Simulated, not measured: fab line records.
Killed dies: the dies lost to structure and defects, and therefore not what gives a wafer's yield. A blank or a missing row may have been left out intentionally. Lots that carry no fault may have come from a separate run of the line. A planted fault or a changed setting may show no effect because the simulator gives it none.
Which tool did it?	flow nand-harc	33 wafers from 11 lots sampled at 6 of the route's 1302 steps

WHAT THE GAUGES READ, wafer by wafer
NHARC_END_SORT_01. Usual: defect-limited-yield 92.0 %, standard deviation 2.8; killed-at-array 49, standard deviation 18; killed-at-other 0.7, standard deviation 1.1; killed-at-periphery 4.0, standard deviation 2.6; killed-dies 54, standard deviation 19; killed-open 3.4, standard deviation 1.7; killed-short 2.5, standard deviation 1.7; sort_bin_2_pct 2.8 %, standard deviation 1.2; sort_bin_3_pct 0.6 %, standard deviation 0.4; sort_bin_4_pct 4.5 %, standard deviation 1.5; sort-n-pass 623, standard deviation 19; sort-rim-yield-pct 89 %, standard deviation 4.8; sort-yield-pct 92.0 %, standard deviation 2.8.
lot	measured	on	defect-limited-yield (%)	killed-at-array	killed-at-other	killed-at-periphery	killed-dies	killed-open	killed-short	sort_bin_2_pct (%)	sort_bin_3_pct (%)	sort_bin_4_pct (%)	sort-n-pass	sort-rim-yield-pct (%)	sort-yield-pct (%)	flag
L302	day 25 14:19	prober-02	90.5 89.5 91.1	62 66 58	0 2 0	2 3 2	64 71 60	3 3 2	3 3 2	3.4 3.2 3.7	0.9 0.7 0.7	5.2 6.5 4.4	613 606 617	88 84 89	90.5 89.5 91.1	
L305	day 27 09:05	prober-02	88.0 90.3 87.7	78 60 77	2 1 1	1 5 5	81 66 83	3 2 4	3 1 1	5.0 3.7 4.3	1.3 1.0 2.2	5.6 5.0 5.8	596 611 594	80 84 86	88.0 90.3 87.7	
L307	day 27 22:13	prober-01	93.2 95.3 93.6	42 26 36	3 1 1	1 5 6	46 32 43	1 3 5	1 0 2	1.6 1.6 2.2	0.6 0.1 0.7	4.6 3.0 3.4	631 645 634	94 94 96	93.2 95.3 93.6	
L315	day 31 15:49	prober-01	88.2 85.2 88.6	75 93 74	0 1 1	5 6 2	80 100 77	5 6 2	5 3 4	5.0 6.6 3.2	0.7 1.5 0.9	6.1 6.6 7.2	597 577 600	86 79 77	88.2 85.2 88.6	
L317	day 31 23:41	prober-01	96.9 95.1 96.9	20 29 19	0 0 0	1 4 2	21 33 21	0 4 3	2 3 1	1.3 1.3 1.0	0 0.1 0.1	1.8 3.4 1.9	656 644 656	91 93 94	96.9 95.1 96.9	
L316	day 32 11:10	prober-01	87.9	78	0	4	82	4	0	5.8	0.7	5.6	595	83	87.9	
L319	day 33 04:19	prober-02	91.9 89.2 94.2	48 65 32	4 3 3	3 5 4	55 73 39	3 3 4	2 7 1	2.5 3.7 2.5	0.4 0.7 0.4	5.2 6.4 2.8	622 604 638	91 92 90	91.9 89.2 94.2	
L321	day 34 00:10	prober-01	96.8 96.3 94.5	16 21 32	1 0 0	5 4 5	22 25 37	4 3 5	3 2 7	0.9 1.3 1.5	0 0.4 0.3	2.4 1.9 3.7	655 652 640	90 92 92	96.8 96.3 94.5	

TOOL THAT RAN EACH LOT (tool first, then ch and the chambers of the sampled wafers, then the start)
lot	NHARC_A_M1_STRIP_18	NHARC_A_M1_PVD_20	NHARC_A_M1_PVD_21	NHARC_A_M1_ECD_22	NHARC_A_M1_CMP_23
L299	rie-diel-06 ch 0,1,2, day 22 21:59	pvd-sputter-03, day 22 22:59 or earlier	pvd-sputter-03, day 22 22:59 or earlier	ecd-cu-02 ch 0,1, day 22 22:59	cmp-03 ch 0,1,3, day 23 00:00
L302	rie-diel-06 ch 0,2, day 24 01:22	pvd-sputter-03, day 24 02:23 or earlier	pvd-sputter-03, day 24 02:23 or earlier	ecd-cu-01 ch 0,1, day 24 02:23	cmp-04 ch 1,2, day 24 03:05
L305	rie-diel-04 ch 0,1,3, day 25 20:07	pvd-sputter-03, day 25 21:13 or earlier	pvd-sputter-03, day 25 21:13 or earlier	ecd-cu-01 ch 0,1, day 25 21:13	cmp-03 ch 0,1, day 25 21:47
L307	rie-diel-02 ch 1,2, day 26 08:59	pvd-sputter-03, day 26 10:02 or earlier	pvd-sputter-03, day 26 10:02 or earlier	ecd-cu-01 ch 0,1, day 26 10:02	cmp-04 ch 1,3, day 26 10:41
L306	rie-diel-06 ch 1,2,3, day 26 12:38	pvd-sputter-03, day 26 13:38 or earlier	pvd-sputter-03, day 26 13:38 or earlier	ecd-cu-01 ch 0,1, day 26 13:38	cmp-03 ch 0,1,3, day 26 14:26
L314	rie-diel-06 ch 0,2,3, day 30 01:50	pvd-sputter-01, day 30 02:46 or earlier	pvd-sputter-01, day 30 02:46 or earlier	ecd-cu-01 ch 0,1, day 30 02:46	cmp-02 ch 0,1,3, day 30 03:34
L315	rie-diel-04 ch 0,2,3, day 30 07:01	pvd-sputter-02, day 30 08:01 or earlier	pvd-sputter-02, day 30 08:01 or earlier	ecd-cu-01 ch 0,1, day 30 08:01	cmp-03 ch 2,3, day 30 08:44
L317	rie-diel-02 ch 1,2,3, day 30 13:15	pvd-sputter-03, day 30 14:16 or earlier	pvd-sputter-03, day 30 14:16 or earlier	ecd-cu-01 ch 0,1, day 30 14:16	cmp-04 ch 0,1,2, day 30 14:59
L316	rie-diel-06 ch 1,2, day 30 17:55	pvd-sputter-02, day 30 18:56 or earlier	pvd-sputter-02, day 30 18:56 or earlier	ecd-cu-02 ch 0,1, day 30 18:56	cmp-02 ch 2,3, day 30 19:40
L319	rie-diel-04 ch 0,1,3, day 31 16:07	pvd-sputter-03, day 31 17:09 or earlier	pvd-sputter-03, day 31 17:09 or earlier	ecd-cu-01 ch 0,1, day 31 17:09	cmp-04 ch 0,1,3, day 31 17:51
L321	rie-diel-04 ch 0,1,2, day 32 08:15	pvd-sputter-03, day 32 09:17 or earlier	pvd-sputter-03, day 32 09:17 or earlier	ecd-cu-01 ch 0,1, day 32 09:17	cmp-02 ch 0,3, day 32 09:54
- NHARC_A_M1_STRIP_18: strips in N2/H2.
- NHARC_A_M1_PVD_20: deposits TaN, target thk 5 nm, time 8.06 s.
- NHARC_A_M1_PVD_21: deposits Cu, target thk 30 nm, time 20.49 s.
- NHARC_A_M1_ECD_22: material Cu, target thk 400 nm.
- NHARC_A_M1_CMP_23: polishes, t overpolish 20 s, target thk 154.34 nm.

WHAT THE TOOLS THEMSELVES READ (means of the sampled wafers that have a number; where no wafer has one, the mark that the record gives instead)
NHARC_A_M1_STRIP_18. Usual: drypump-motor-current-A 6.0 A, standard deviation 0.44; oes-product-au 0.999 a.u., standard deviation 0.0094; rf-vpp-V 90.9 V, standard deviation 0.87; showerhead-plenum-p-Torr 2.06 Torr, standard deviation 0.09; throttle-valve-pct 14.171 %, standard deviation 0.0092.
lot	tool	drypump-motor-current-A (A)	oes-product-au (a.u.)	rf-vpp-V (V)	showerhead-plenum-p-Torr (Torr)	throttle-valve-pct (%)	flag
L299	rie-diel-06	6.2	0.997	90.9	2.04	14.173	
L302	rie-diel-06	6.3	1.007	90.8	1.98	14.174	
L305	rie-diel-04	5.7	0.997	91.8	2.12	14.171	
L307	rie-diel-02	6.3	1.008	91.0	2.12	14.174	
L306	rie-diel-06	6.1	0.992	89.9	2.02	14.159	
L314	rie-diel-06	6.2	0.999	90.9	1.97	14.164	
L315	rie-diel-04	5.5	0.993	91.5	2.15	14.169	
L317	rie-diel-02	6.1	1.009	91.6	2.10	14.170	
L316	rie-diel-06	6.4	1.006	91.5	2.05	14.179	
L319	rie-diel-04	5.7	1.003	90.5	2.12	14.174	
L321	rie-diel-04	5.4	0.999	91.9	2.10	14.167	

NHARC_A_M1_PVD_20. Usual: cathode-dc-power-W 15000 W, standard deviation 2.7; throttle-valve-pct 29.8 %, standard deviation 0.79.
lot	tool	cathode-dc-power-W (W)	throttle-valve-pct (%)	flag
L299	pvd-sputter-03	14999	29.7	
L302	pvd-sputter-03	15002	29.4	
L305	pvd-sputter-03	15001	29.6	
L307	pvd-sputter-03	15002	29.3	
L306	pvd-sputter-03	15001	30.4	
L314	pvd-sputter-01	14999	30.1	
L315	pvd-sputter-02	14999	29.8	
L317	pvd-sputter-03	15001	29.3	
L316	pvd-sputter-02	14999	29.6	
L319	pvd-sputter-03	15002	28.6	
L321	pvd-sputter-03	15001	28.6	

NHARC_A_M1_PVD_21. Usual: cathode-dc-power-W 5000.0 W, standard deviation 0.99; throttle-valve-pct 29.7 %, standard deviation 0.71.
lot	tool	cathode-dc-power-W (W)	throttle-valve-pct (%)	flag
L299	pvd-sputter-03	5000.1	29.5	
L302	pvd-sputter-03	4999.8	29.8	
L305	pvd-sputter-03	4999.6	29.7	
L307	pvd-sputter-03	5000.2	29.4	
L306	pvd-sputter-03	5000.1	29.9	
L314	pvd-sputter-01	4999.3	30.0	
L315	pvd-sputter-02	5001.1	29.5	
L317	pvd-sputter-03	5000.1	29.7	
L316	pvd-sputter-02	5000.9	29.8	
L319	pvd-sputter-03	4999.3	29.7	
L321	pvd-sputter-03	4999.1	29.4	

NHARC_A_M1_ECD_22. Usual: bath-heat-duty-pct 6.2 %, standard deviation 0.52.
lot	tool	bath-heat-duty-pct (%)	flag
L299	ecd-cu-02	6.4	
L302	ecd-cu-01	6.5	
L305	ecd-cu-01	5.8	
L307	ecd-cu-01	6.3	
L306	ecd-cu-01	6.1	
L314	ecd-cu-01	6.4	
L315	ecd-cu-01	6.4	
L317	ecd-cu-01	6.9	
L316	ecd-cu-02	6.3	
L319	ecd-cu-01	6.4	
L321	ecd-cu-01	6.2	

NHARC_A_M1_CMP_23. Usual: motor-current-A 12.0 A, standard deviation 0.99; time-to-endpoint-s 29.1 s, standard deviation 2.6.
lot	tool	motor-current-A (A)	time-to-endpoint-s (s)	flag
L299	cmp-03	11.4	29.8	
L302	cmp-04	11.2	27.1	
L305	cmp-03	11.5	31.3	
L307	cmp-04	10.7	32.2	
L306	cmp-03	11.6	36.5	
L314	cmp-02	12.6	30.3	
L315	cmp-03	12.6	31.7	
L317	cmp-04	11.8	28.0	
L316	cmp-02	12.5	28.9	
L319	cmp-04	10.6	28.9	
L321	cmp-02	12.9	28.5	

THE ANSWER, worked out from the rows above alone
Rule: a lot is off if the mean of its wafers that have a number lies more than 3 standard deviations from the usual mean. A lot without any number at a reading at which 4 lots or more have one is off too. Any other lot the step has rows for is counted as sound. First the gauges in route order, then the tools' own readings, where a lot's mean is used as printed above. At the first step where some lot is off, the reading lying furthest off is the one used; lots without a number count as furthest.
Across all readings shown, no lot is off: no conclusion can be drawn from this.

WHAT THE SIMULATOR HAD INSERTED
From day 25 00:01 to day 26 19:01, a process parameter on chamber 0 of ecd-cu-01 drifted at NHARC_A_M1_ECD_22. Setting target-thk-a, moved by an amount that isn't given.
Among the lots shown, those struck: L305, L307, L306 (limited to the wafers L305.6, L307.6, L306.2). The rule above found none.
